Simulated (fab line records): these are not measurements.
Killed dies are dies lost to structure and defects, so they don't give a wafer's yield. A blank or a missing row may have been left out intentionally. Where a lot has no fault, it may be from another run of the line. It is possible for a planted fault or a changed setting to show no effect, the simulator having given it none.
What tool caused it? -- flow n5 finfet -- 8 lots with 21 wafers sampled at 7 steps, on a route of 1938 steps

== WHAT EACH GAUGE READ, for each wafer ==
N5_PMOS_HMC_CHANNEL_EPI_THK_MEAS_22. Usual: for HMC_CMP_THK the level is 54.1 nm and the standard deviation is 0.52.
lot,measured,on,HMC_CMP_THK (nm),flag
L631,day 2 14:44,film metro-01,53.9 53.3 54.1,
L633,day 3 01:45,film metro-02,53.9 54.1 54.0,
L639,day 4 14:44,film metro-02,55.0 55.2,
L640,day 4 19:49,film metro-02,54.7 53.3,
L642,day 5 08:26,film metro-02,54.6 54.5,
L648,day 6 20:46,film metro-01,54.7 53.8 54.4,
L649,day 7 03:08,film metro-02,53.8 54.2 53.9,
L651,day 7 14:28,film metro-01,53.7 53.8 54.1,

N5_FIN_SAQP_CD_MEAS_31 targets a cd of 8 nm. Usual: cd nm reads 8.09 nm (standard deviation 0.2).
lot,measured,on,cd nm (nm),flag
L631,day 2 20:50,cd sem-03,8.19 8.26 8.24,
L633,day 3 07:38,cd sem-01,8.11 8.17 7.99,
L639,day 4 23:24,cd sem-03,10.64 7.70,OFF
L640,day 5 06:47,cd sem-03,10.57 8.36,OFF
L642,day 5 14:02,cd sem-01,10.87 8.07,OFF
L648,day 7 02:41,cd sem-03,8.14 7.84 7.78,
L649,day 7 09:31,cd sem-01,7.95 7.92 8.05,
L651,day 7 20:52,cd sem-01,8.11 8.19 7.92,

N5_STI_FIN_REVEAL_CD_MEAS_22: target cd 6.238 nm, pitch 28 nm. Usual: cd nm reads 6.23 nm (standard deviation 0.25).
lot,measured,on,cd nm (nm),flag
L631,day 3 08:03,cd sem-02,6.67 6.08 6.36,
L633,day 3 19:02,cd sem-02,6.32 6.04 6.16,
L639,day 5 13:44,cd sem-01,8.90 6.08,OFF
L640,day 5 17:35,cd sem-01,8.58 6.19,OFF
L642,day 6 01:07,cd sem-03,8.63 6.15,OFF
L648,day 7 13:36,cd sem-03,6.17 6.06 6.56,
L649,day 7 23:35,cd sem-02,6.48 6.34 6.55,
L651,day 8 07:46,cd sem-01,5.80 5.92 6.08,

N5_BEOL_M4_RC_MEAS_101. Usual: DIBL_N 35.9 mV/V, standard deviation 1.4; DIBL_P 35.9 mV/V, standard deviation 1.7; IOFF_N 0.155 nA/um, standard deviation 0.023; IOFF_N_85C 3.1 nA/um, standard deviation 0.38; IOFF_N_LIN 0.072 nA/um, standard deviation 0.009; IOFF_P 0.201 nA/um, standard deviation 0.029; IOFF_P_85C 3.5 nA/um, standard deviation 0.43; IOFF_P_LIN 0.096 nA/um, standard deviation 0.011; ION_N 672 uA/um, standard deviation 8.8; ION_P 460 uA/um, standard deviation 7; SS_N 71.6 mV/dec, standard deviation 0.48; SS_P 73.1 mV/dec, standard deviation 0.64; VT_N 250.0 mV, standard deviation 3; VT_N_LVT 98.6 mV, standard deviation 2.6; VT_P -251.6 mV, standard deviation 3; VT_P_LVT -99.6 mV, standard deviation 2.3.
lot,measured,on,DIBL_N (mV/V),DIBL_P (mV/V),IOFF_N (nA/um),IOFF_N_85C (nA/um),IOFF_N_LIN (nA/um),IOFF_P (nA/um),IOFF_P_85C (nA/um),IOFF_P_LIN (nA/um),ION_N (uA/um),ION_P (uA/um),SS_N (mV/dec),SS_P (mV/dec),VT_N (mV),VT_N_LVT (mV),VT_P (mV),VT_P_LVT (mV),flag
L631,day 9 02:19,prober-02,36.2 37.7 35.9,35.5 36.6 35.5,0.143 0.163 0.145,2.8 3.2 2.9,0.068 0.075 0.070,0.188 0.202 0.190,3.2 3.5 3.3,0.091 0.095 0.092,669 666 674,458 456 462,71.7 72.1 71.3,72.4 73.5 72.6,251.5 251.0 250.1,100.0 99.2 99.1,-255.1 -252.9 -252.0,-101.0 -101.4 -102.0,
L633,day 8 23:53,prober-01,32.8 35.5 35.6,34.9 37.1 37.1,0.126 0.165 0.161,2.5 3.1 3.1,0.061 0.073 0.073,0.168 0.200 0.208,3.0 3.5 3.7,0.081 0.094 0.097,663 671 668,453 456 459,71.3 71.5 72.1,73.3 73.6 73.6,254.2 250.1 251.3,102.4 100.9 101.9,-257.0 -254.1 -250.2,-103.7 -101.8 -100.7,
L639,day 11 08:32,prober-01,50.6 33.2,59.4 35.7,1.653 0.140,22.4 2.8,0.545 0.067,1.353 0.197,17.1 3.4,0.397 0.098,803 665,531 463,75.6 71.6,78.7 73.1,208.3 250.3,55.9 97.2,-224.5 -251.5,-72.3 -98.0,OFF
L640,day 11 05:38,prober-02,52.2 37.1,56.6 35.2,1.344 0.146,18.3 2.9,0.452 0.070,1.075 0.188,14.2 3.3,0.318 0.092,794 672,515 462,74.2 71.4,77.9 72.7,213.3 251.4,60.9 98.8,-231.1 -252.9,-74.9 -99.3,OFF
L642,day 11 12:03,prober-01,53.9 36.5,59.9 35.2,2.001 0.170,25.5 3.3,0.623 0.074,1.586 0.227,20.3 4.0,0.438 0.110,813 670,530 461,75.8 72.4,79.8 73.7,206.6 248.2,55.9 98.6,-224.6 -249.3,-71.5 -96.7,OFF
L648,day 12 22:28,prober-02,39.1 38.5 37.6,39.8 39.4 38.0,0.211 0.195 0.187,4.0 3.8 3.6,0.094 0.088 0.087,0.260 0.250 0.231,4.4 4.2 4.0,0.113 0.111 0.105,682 685 686,462 464 469,72.3 72.4 71.8,74.4 73.7 73.0,243.3 248.6 243.6,95.6 97.4 96.3,-250.6 -249.5 -249.3,-99.0 -99.4 -99.2,
L649,day 13 16:23,prober-01,35.4 36.3 37.0,36.7 38.7 39.4,0.188 0.205 0.231,3.5 3.8 4.2,0.085 0.092 0.099,0.220 0.250 0.267,3.8 4.3 4.5,0.106 0.116 0.119,688 680 676,469 465 462,71.3 71.7 72.3,73.3 73.7 74.4,243.8 244.3 243.5,93.2 94.7 92.1,-248.9 -249.2 -249.4,-98.3 -96.8 -96.1,
L651,day 13 23:38,prober-02,35.6 34.9 33.5,34.0 34.2 32.8,0.141 0.131 0.113,2.8 2.7 2.4,0.063 0.065 0.056,0.186 0.198 0.168,3.3 3.4 3.0,0.094 0.099 0.087,649 668 654,448 462 454,71.7 71.1 71.0,72.6 73.4 72.6,255.4 250.9 256.9,102.8 102.8 104.9,-253.7 -251.9 -252.6,-100.4 -100.0 -101.9,

== EACH LOT AND THE TOOL THAT RAN IT (in order: tool; ch and the chambers of the sampled wafers; start) ==
lot,N5_FIN_SAQP_DENSIFY_62,N5_FIN_SAQP_HM_OPEN_73,N5_FIN_SAQP_SPACER2_ALD_28
L631,"rtp anneal-01 ch 0, day 2 15:45","rie diel-05 ch 0,3, day 2 17:04","ald sin-04 ch 2,3, day 2 20:19"
L633,"rtp anneal-02 ch 0, day 3 02:49","rie diel-06 ch 0,2, day 3 03:59","ald sin-04 ch 0,1, day 3 07:05"
L639,"rtp anneal-01 ch 0, day 4 16:05","rie diel-06 ch 1,3, day 4 17:40","ald sin-04 ch 1, day 4 22:45"
L640,"rtp anneal-02 ch 0, day 4 21:11","rie diel-02 ch 1,2, day 4 22:26","ald sin-04 ch 0,3, day 5 06:15"
L642,"rtp anneal-01 ch 0, day 5 09:20","rie diel-06 ch 2,3, day 5 10:38","ald sin-04 ch 0,1, day 5 13:31"
L648,"rtp anneal-01 ch 0, day 6 21:55","rie diel-05 ch 0,2,3, day 6 23:12","ald sin-03 ch 0,1,2, day 7 02:05"
L649,"rtp anneal-01 ch 0, day 7 04:20","rie diel-05 ch 0,1,3, day 7 05:38","ald sin-02 ch 0,1,3, day 7 08:58"
L651,"rtp anneal-01 ch 0, day 7 15:24","rie diel-05 ch 1,2,3, day 7 17:11","ald sin-03 ch 0,1,3, day 7 20:20"
- N5_FIN_SAQP_DENSIFY_62: time 60 s.
- N5_FIN_SAQP_HM_OPEN_73: chemistry CHF3/O2, target SiO2, stops on a-Si, target depth 12 nm, time 16.8 s.
- N5_FIN_SAQP_SPACER2_ALD_28: deposits SiO2, target thk 8.1 nm, pulse time 1 s, purge time 2 s.

== WHAT THE TOOLS THEMSELVES READ (means of the sampled wafers that have a number; where no wafer has one, the mark that the record gives instead) ==
N5_FIN_SAQP_DENSIFY_62. Usual: lamp power pct 9.84 %, standard deviation 0.056; lamp_zone_1_pct 9.845 %, standard deviation 0.011; lamp_zone_3_pct 9.846 %, standard deviation 0.01; wafer_temp_C_max 703.3, standard deviation 0.63.
lot,tool,lamp power pct (%),lamp_zone_1_pct (%),lamp_zone_3_pct (%),wafer_temp_C_max,flag
L631,rtp anneal-01,9.84,9.853,9.843,703.4,
L633,rtp anneal-02,9.90,9.849,9.846,703.0,
L639,rtp anneal-01,9.84,9.850,9.823,703.7,
L640,rtp anneal-02,9.80,9.840,9.854,702.8,
L642,rtp anneal-01,9.82,9.844,9.838,703.5,
L648,rtp anneal-01,9.80,9.848,9.853,703.7,
L649,rtp anneal-01,9.84,9.847,9.848,703.1,
L651,rtp anneal-01,9.87,9.836,9.842,702.8,

N5_FIN_SAQP_HM_OPEN_73. Usual: drypump motor current A 5.7 A, standard deviation 0.48; oes product au 0.46 a.u., standard deviation 0.05; rf vpp V 527 V, standard deviation 6.3; showerhead plenum p Torr 2.42 Torr, standard deviation 0.089; throttle valve pct 18.84 %, standard deviation 0.26.
lot,tool,drypump motor current A (A),oes product au (a.u.),rf vpp V (V),showerhead plenum p Torr (Torr),throttle valve pct (%),flag
L631,rie diel-05,5.5,0.42,525,2.42,18.76,
L633,rie diel-06,5.6,0.44,519,2.37,19.10,
L639,rie diel-06,5.8,0.49,528,2.43,18.96,
L640,rie diel-02,6.2,0.48,531,2.51,18.57,
L642,rie diel-06,5.4,0.49,529,2.44,18.86,
L648,rie diel-05,5.4,0.52,525,2.47,18.62,
L649,rie diel-05,5.3,0.50,529,2.43,18.75,
L651,rie diel-05,5.2,0.49,531,2.50,18.83,

N5_FIN_SAQP_SPACER2_ALD_28. Usual: heater power w 473 W, standard deviation 31; precursor pulse height rel 1.001, standard deviation 0.019.
lot,tool,heater power w (W),precursor pulse height rel,flag
L631,ald sin-04,477,0.984,
L633,ald sin-04,453,1.002,
L639,ald sin-04,450,1.012,
L640,ald sin-04,477,0.988,
L642,ald sin-04,460,1.002,
L648,ald sin-03,468,1.010,
L649,ald sin-02,463,0.993,
L651,ald sin-03,494,0.998,

== THE ANSWER, worked out from the rows above alone ==
Rule: take the mean of a lot's wafers that have a number; if it is more than 3 standard deviations from the usual mean, the lot is off. A lot without any number at a reading at which 4 lots or more have one is off too. All remaining lots with rows at the step are treated as sound. First the gauges in route order, then the tools' own readings, where a lot's mean is used as printed above. At the first step where some lot is off, the reading lying furthest off is the one used; lots without a number count as furthest.
Off: L639, L640, L642, at N5_FIN_SAQP_CD_MEAS_31 (cd nm).
A tool fits if, at a process step before that reading, it ran every lot that is off, and no sound lot after the first of them. Not tried: the gauges at N5_FIN_SAQP_CD_MEAS_31; whatever is off there is also off at N5_BEOL_M4_RC_MEAS_101, on other tools, and gauge error can't account for it. One fits: N5_FIN_SAQP_SPACER2_ALD_28 on ald sin-04. A fault onset in the window from L633 (day 3 07:05, its last sound lot) to L639 (day 4 22:45, its first lot off) fits.

== WHAT THE SIMULATOR HAD PUT IN ==
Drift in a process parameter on ald sin-04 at N5_FIN_SAQP_SPACER2_ALD_28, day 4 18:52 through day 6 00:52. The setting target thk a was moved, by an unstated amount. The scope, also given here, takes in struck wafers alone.
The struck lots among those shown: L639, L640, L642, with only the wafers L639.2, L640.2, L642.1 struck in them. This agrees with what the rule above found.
